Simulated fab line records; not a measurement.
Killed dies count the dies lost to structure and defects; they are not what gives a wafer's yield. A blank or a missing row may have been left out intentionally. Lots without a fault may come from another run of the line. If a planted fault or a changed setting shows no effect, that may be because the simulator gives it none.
Chamber matching	flow n5_finfet	4 sister chambers for N5_HKMG_FIN_ETCH_67 on rie_diel-05
The step etches SOC in N2/H2, stops on TiN, target depth 388.9 nm. 8 wafers are shown with their chamber, then 9 later ones without.

## WAFERS, EACH WITH ITS CHAMBER
wafer	chamber	showerhead_plenum_p_Torr (Torr)	throttle_valve_pct (%)
L079.3	2	2.51	17.93
L088.1	1	2.58	17.39
L088.5	3	2.50	18.03
L091.1	3	2.49	18.03
L091.4	0	2.66	17.82
L092.2	2	2.51	17.50
L092.4	0	2.66	17.82
L092.5	1	2.57	17.39

## WAFERS MISSING THEIR CHAMBER
wafer	showerhead_plenum_p_Torr (Torr)	throttle_valve_pct (%)
L095.2	2.65	17.83
L095.4	2.50	17.53
L095.6	2.65	17.85
L096.3	2.65	17.84
L096.4	2.57	17.40
L096.5	2.49	18.04
L097.4	2.49	18.07
L097.5	2.50	17.55
L097.6	2.57	17.42

## WHICH CHAMBER EACH ONE RAN IN
wafer	from the rows above	in truth
L095.2	0	0
L095.4	can't be placed: 2 or 3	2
L095.6	0	0
L096.3	0	0
L096.4	1	1
L096.5	3	3
L097.4	3	3
L097.5	can't be placed: 2 or 3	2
L097.6	1	1
Placed correctly: 7 of 9. Not placeable from these rows: 2 (in 2, the candidates include the true chamber). Wrongly placed: 0.
How it was worked out, from the rows above alone: a wafer's distance from a chamber is the root of the sum, over the readings, of the square of ((its reading less the chamber's mean) divided by the reading's scatter). The wafer belongs to the nearest chamber; if the next one is less than 2 further off, it can't be placed. The mean given for a chamber averages the wafers shown for that chamber. The scatter is the square root of a quotient: the sum, over the shown wafers, of each reading's squared deviation from its chamber's mean, divided by wafers minus chambers.
